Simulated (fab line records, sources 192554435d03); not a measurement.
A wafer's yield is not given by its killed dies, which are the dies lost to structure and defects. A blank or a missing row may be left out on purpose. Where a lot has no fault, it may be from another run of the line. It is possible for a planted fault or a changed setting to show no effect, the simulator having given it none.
fab line records	flow n5_finfet
record: lots: 11	wafers: 30	last_day: 16
route steps=1938 shown BEOL_M6@1230 BEOL_M7@1263
lots untouched by any fault: they come from a run of this same line in which no faults occurred
start_h: start of the lot's first displayed wafer, in hours after the record's first day	wait_h: how many hours have passed since the lot's step before this one	" the same as in the row above	L1.1+2: a single row standing in for several wafers	- no value present, or no start provided	* or withheld: withheld	< > ~ a bound
route shown NAME@n: names a module that has steps shown in the file, with the first one's number in the route	usual: the fault-free wafers' mean and standard deviation	same: alike in all rows	chamber/n: place in a boat	sites: readings site by site	_std_site: how widely they spread, as a standard deviation	_edge_site: the outer-site mean with the inner-site mean subtracted	radius_mm: how far each site lies from the wafer's centre	mask NAME#n: copy n	behind: the last tool/chamber to shape the wafer	hold: reason for holding the lot/hours on hold/outcome of the hold	device: transistor that didn't switch, given as n, p or np	end of line: tests run on the same wafers once the route is complete	where a step has no rows: the recipe by itself	killed: dies that structure and defects cost at the first sort, which is not the same as the wafer's yield	map: the dies of a wafer, with x for killed, . for not killed, _ for no die there
set.NAME: the setting as run; set.NAME@STEP: as run at that earlier step	model.NAME: the simulator's own value behind a step, which no gauge read
route steps across a sampled set of lots; one table per step, one row per wafer
services: when a tool's chamber went out of use (start_h, in hours from the record's first day, below 0 if earlier), for how many hours, and the reason
== steps ==
step: N5_BEOL_M6_DESCUM_33
recipe: chemistry: O2	time_s: 7	source_power_w: 50	bias_power_w: 20	pressure_mtorr: 20	rf_frequency_hz: 2.712e+07	temp_c: 40	resist: CAR-EUV	o2_flow_sccm: 225
usual: chamber_pressure_mTorr: 20.000/0.017	drypump_motor_current_A: 5.5/0.55	oes_product_au: 0.82/0.086	rf_vpp_V: 243.7/1.3	showerhead_plenum_p_Torr: 2.13/0.082	throttle_valve_pct: 20.41/0.17
lot.wafer	tool	chamber	start_h	wait_h	chamber_pressure_mTorr	drypump_motor_current_A	oes_product_au	rf_hours_counter_h	rf_vpp_V	showerhead_plenum_p_Torr	throttle_valve_pct
L294.1	rie_diel-06	2	199.15	0.0	19.999	5.1	0.78	97	244.3	2.22	20.28
L294.3	"	1	"	"	20.016	4.8	0.70	215	242.0	2.04	20.39
L294.5	"	2	"	"	20.011	5.1	0.79	-	244.8	2.22	20.29
L296.1	rie_diel-04	0	215.59	0.0	20.035	6.7	0.72	196	244.2	2.14	20.27
L296.3	"	2	"	"	20.010	5.7	0.97	11	242.2	2.03	20.21
L296.6	"	2	"	"	19.999	5.7	0.97	-	242.5	2.03	20.22
L297.1	rie_diel-05	3	217.00	0.0	20.004	6.3	0.94	23	242.8	2.13	20.24
L297.6	"	0	"	"	19.973	4.8	1.01	-	244.6	2.25	20.50
L298.1	rie_diel-06	2	220.33	0.3	19.995	5.1	0.77	105	243.7	2.22	20.30
L298.3	"	1	"	"	20.028	4.8	0.70	223	241.6	2.04	20.40
L298.6	"	3	"	"	20.022	5.9	0.80	-	242.2	2.11	20.46
L300.2	rie_diel-06	3	220.99	0.8	20.008	5.9	0.82	113	242.1	2.11	20.44
L300.3	"	1	"	"	20.030	4.8	0.70	223	241.8	2.04	20.41
L300.5	"	1	"	"	19.986	4.8	0.70	-	243.2	2.04	20.43
L302.2	rie_diel-04	0	246.85	0.5	20.015	6.7	0.70	209	243.3	2.14	20.31
L305.1	rie_diel-05	1	254.82	0.0	20.019	5.3	0.90	27	244.0	2.21	20.42
L305.3	"	2	"	"	20.022	5.3	0.84	78	243.7	2.12	20.18
L305.4	"	2	"	"	20.009	5.3	0.84	-	244.6	2.12	20.16
L306.1	rie_diel-05	2	264.99	0.4	19.989	5.3	0.83	82	244.4	2.12	20.16
L306.3	"	1	"	"	20.008	5.3	0.89	31	245.3	2.21	20.41
L306.6	"	1	"	"	19.992	5.3	0.88	-	245.3	2.21	20.44
L308.4	rie_diel-05	2	269.27	0.2	19.988	5.3	0.83	-	242.7	2.12	20.18
L308.5	"	0	"	"	20.002	4.8	0.92	-	244.5	2.25	20.52
L308.6	"	1	"	"	20.015	5.3	0.88	-	246.1	2.21	20.43
L310.2	rie_diel-05	1	278.94	0.2	20.014	5.3	0.88	38	244.2	2.20	20.44
L310.3	"	2	"	"	19.968	5.3	0.83	89	244.5	2.12	20.18
L310.4	"	2	"	"	19.991	5.2	0.83	-	245.9	2.12	20.18
L314.1	rie_diel-04	0	311.24	1.0	20.017	6.7	0.69	232	244.0	2.13	20.35
L314.3	"	1	"	"	20.032	5.9	0.90	27	244.2	2.15	20.83
L314.4	"	3	"	"	19.981	6.2	0.72	173	242.2	1.99	20.72
step: N5_BEOL_M6_PRE_CLEAN_45
recipe: gas: H2/He	time_s: 30	temp_c: 250
usual: heater_power_w: 340/53
lot.wafer	tool	chamber	start_h	wait_h	heater_power_w
L294.1	pvd_sputter-03	-	200.40	0.0	433
L294.3	"	-	"	"	335
L294.5	"	-	"	"	269
L296.1	pvd_sputter-02	-	217.27	0.0	238
L296.3	"	-	"	"	386
L296.6	"	-	"	"	412
L297.1	pvd_sputter-03	-	218.02	0.0	271
L297.6	"	-	"	"	354
L298.1	pvd_sputter-03	-	221.41	0.0	421
L298.3	"	-	"	"	344
L298.6	"	-	"	"	434
L300.2	pvd_sputter-01	-	223.35	0.0	316
L300.3	"	-	"	"	366
L300.5	"	-	"	"	372
L302.2	pvd_sputter-01	-	248.42	0.0	318
L305.1	pvd_sputter-03	-	256.22	0.0	340
L305.3	"	-	"	"	359
L305.4	"	-	"	"	426
L306.1	pvd_sputter-02	-	265.98	0.0	243
L306.3	"	-	"	"	376
L306.6	"	-	"	"	241
L308.4	pvd_sputter-01	-	272.09	0.0	330
L308.5	"	-	"	"	381
L308.6	"	-	"	"	315
L310.2	pvd_sputter-03	-	280.51	0.0	341
L310.3	"	-	"	"	333
L310.4	"	-	"	"	424
L314.1	pvd_sputter-03	-	314.14	0.0	264
L314.3	"	-	"	"	336
L314.4	"	-	"	"	339
step: N5_BEOL_M6_ANNEAL_51
recipe: temp_c: 225	time_s: 90	ambient: N2
usual: anneal_temp_c_max: 226.15/0.25	wafer_temp_C_max: 226.1/0.42
lot.wafer	tool	chamber	start_h	wait_h	anneal_temp_c_max	wafer_temp_C_max
L294.1	rtp_anneal-02	0	202.97	0.4	225.98	225.6
L294.3	"	0	"	"	226.03	225.9
L294.5	"	0	"	"	226.09	225.4
L296.1	rtp_anneal-02	0	218.38	0.3	225.79	225.8
L296.3	"	0	"	"	226.38	226.0
L296.6	"	0	"	"	226.08	226.0
L297.1	rtp_anneal-01	0	219.27	0.1	225.90	226.2
L297.6	"	0	"	"	225.76	225.9
L298.1	rtp_anneal-02	0	223.69	0.2	226.42	225.5
L298.3	"	0	"	"	225.93	225.6
L298.6	"	0	"	"	226.02	225.6
L300.2	rtp_anneal-01	0	224.31	0.1	225.69	226.2
L300.3	"	0	"	"	225.60	226.2
L300.5	"	0	"	"	226.11	226.4
L302.2	rtp_anneal-02	0	249.38	0.1	226.10	226.1
L305.1	rtp_anneal-01	0	257.09	0.1	225.97	226.8
L305.3	"	0	"	"	226.49	226.3
L305.4	"	0	"	"	226.20	226.3
L306.1	rtp_anneal-02	0	269.42	2.1	226.35	225.5
L306.3	"	0	"	"	226.41	225.4
L306.6	"	0	"	"	226.28	225.6
L308.4	rtp_anneal-02	0	273.54	0.3	226.77	225.6
L308.5	"	0	"	"	226.55	225.6
L308.6	"	0	"	"	226.48	225.6
L310.2	rtp_anneal-02	0	282.55	1.1	226.42	225.7
L310.3	"	0	"	"	226.19	225.6
L310.4	"	0	"	"	226.47	225.5
L314.1	rtp_anneal-02	0	314.93	0.1	225.95	226.0
L314.3	"	0	"	"	226.07	225.8
L314.4	"	0	"	"	226.62	225.7
step: N5_BEOL_M7_ILD_DEP_00
recipe: material: SiCOH_lowk	target_thk_a: 1797.5	temp_c: 300	precursor: DEMS/porogen	pressure_torr: 5	rf_w: 500	time_s: 33.4
usual: heater_power_outer_w: 124/23	heater_power_w: 286/34	showerhead_plenum_p_Torr: 5.743/0.018	susceptor_temp_C: 300.01/0.18	throttle_valve_pct: 14.2/0.65
lot.wafer	tool	chamber	start_h	wait_h	heater_power_outer_w	heater_power_w	showerhead_plenum_p_Torr	susceptor_temp_C	throttle_valve_pct
L294.1	pecvd-02	0	203.79	0.0	139	277	5.728	300.07	14.3
L294.3	"	1	"	"	148	331	5.781	300.04	14.7
L294.5	"	1	"	"	151	338	5.773	300.26	14.3
L296.1	pecvd-02	0	219.17	0.0	134	275	5.738	300.35	14.1
L296.3	"	1	"	"	136	324	5.766	299.93	14.6
L296.6	"	1	"	"	141	332	5.773	300.15	14.4
L297.1	pecvd-04	0	220.07	0.0	87	235	5.760	300.02	14.7
L297.6	"	1	"	"	122	274	5.735	300.17	14.5
L298.1	pecvd-04	2	224.56	0.0	112	289	5.741	300.06	12.8
L298.3	"	1	"	"	120	268	5.733	300.10	14.7
L298.6	"	2	"	"	113	283	5.741	299.97	13.0
L300.2	pecvd-01	0	225.08	0.0	146	311	5.743	299.98	14.6
L300.3	"	1	"	"	178	382	5.730	299.73	14.3
L300.5	"	0	"	"	150	317	5.751	300.16	14.5
L302.2	pecvd-04	1	250.12	0.0	98	241	5.737	296.54	14.6
L305.1	pecvd-02	0	257.88	0.0	137	275	5.722	300.07	14.4
L305.3	"	1	"	"	158	341	5.747	300.26	14.3
L305.4	"	2	"	"	142	314	5.713	299.73	13.8
L306.1	pecvd-04	1	270.22	0.0	136	290	5.744	296.71	14.7
L306.3	"	0	"	"	96	245	5.757	299.90	15.0
L306.6	"	2	"	"	108	282	5.745	300.23	13.3
L308.4	pecvd-02	2	274.37	0.1	111	286	5.724	300.04	13.8
L308.5	"	0	"	"	115	255	5.726	300.11	14.7
L308.6	"	1	"	"	143	321	5.766	300.14	14.5
L310.2	pecvd-02	0	283.29	0.0	120	255	5.725	299.69	14.5
L310.3	"	2	"	"	94	255	5.722	300.22	13.7
L310.4	"	0	"	"	128	261	5.732	299.91	14.6
L314.1	pecvd-02	0	315.71	0.0	107	236	5.730	299.96	14.2
L314.3	"	2	"	"	113	288	5.732	299.89	13.7
L314.4	"	1	"	"	138	320	5.769	300.16	14.5
== services ==
tool	chamber	start_h	hours	kind
pvd_sputter-01	-	194.09	0.8	repair
rie_diel-06	0	197.25	-	clean
rie_diel-06	0	197.25	-	consumable_replace:focus_ring
rie_diel-06	0	197.25	35.3	scheduled_down
rie_diel-06	0	197.25	35.3	vent_cycle
rie_diel-05	0	200.40	-	clean
rie_diel-05	0	200.40	-	consumable_replace:focus_ring
rie_diel-05	0	200.40	-	consumable_replace:showerhead
rie_diel-05	0	200.40	14.8	scheduled_down
rie_diel-05	0	200.40	14.8	vent_cycle
pecvd-02	1	205.67	4.9	repair
rie_diel-04	1	214.39	-	clean
rie_diel-04	1	214.39	-	consumable_replace:focus_ring
rie_diel-04	1	214.39	16.8	scheduled_down
rie_diel-04	1	214.39	16.8	vent_cycle
rie_diel-04	1	235.62	8.8	repair
rie_diel-05	3	239.05	115.1	repair
pecvd-04	2	272.32	2.5	repair
pecvd-01	2	298.12	1.9	repair
rie_diel-06	1	300.87	-	clean
rie_diel-06	1	300.87	-	consumable_replace:focus_ring
rie_diel-06	1	300.87	19.6	scheduled_down
rie_diel-06	1	300.87	19.6	vent_cycle
pecvd-01	-	301.37	14.6	pm
== key ==
first_sign: step: N5_BEOL_M7_ILD_DEP_00	reading: susceptor_temp_C	direction: down	sigmas: 19	usual: *	struck: *
effect none on later readings
met_at N5_BEOL_M7_ILD_DEP_00
struck_lots L302,L306
struck_wafers L302.2,L306.1
rows_end L302.2
not_acting_at N5_BEOL_M6_DESCUM_33,N5_BEOL_M6_PRE_CLEAN_45,N5_BEOL_M6_ANNEAL_51
onset_between 224.56 250.12
earlier_fault: kind: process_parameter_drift	tool: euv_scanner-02	chamber: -	onset_h: 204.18	steps: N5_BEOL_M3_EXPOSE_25	channel: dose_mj	offset: 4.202	shape: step	acts_in: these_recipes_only	stated: 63
fault: kind: process_parameter_drift	tool: pecvd-04	chamber: 1	onset_h: 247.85	steps: N5_BEOL_M7_ILD_DEP_00	channel: temp_c	offset: *	shape: step	acts_in: *	stated: *
rows_end: these wafers met a further fault down the route, and their rows from its step on are left out
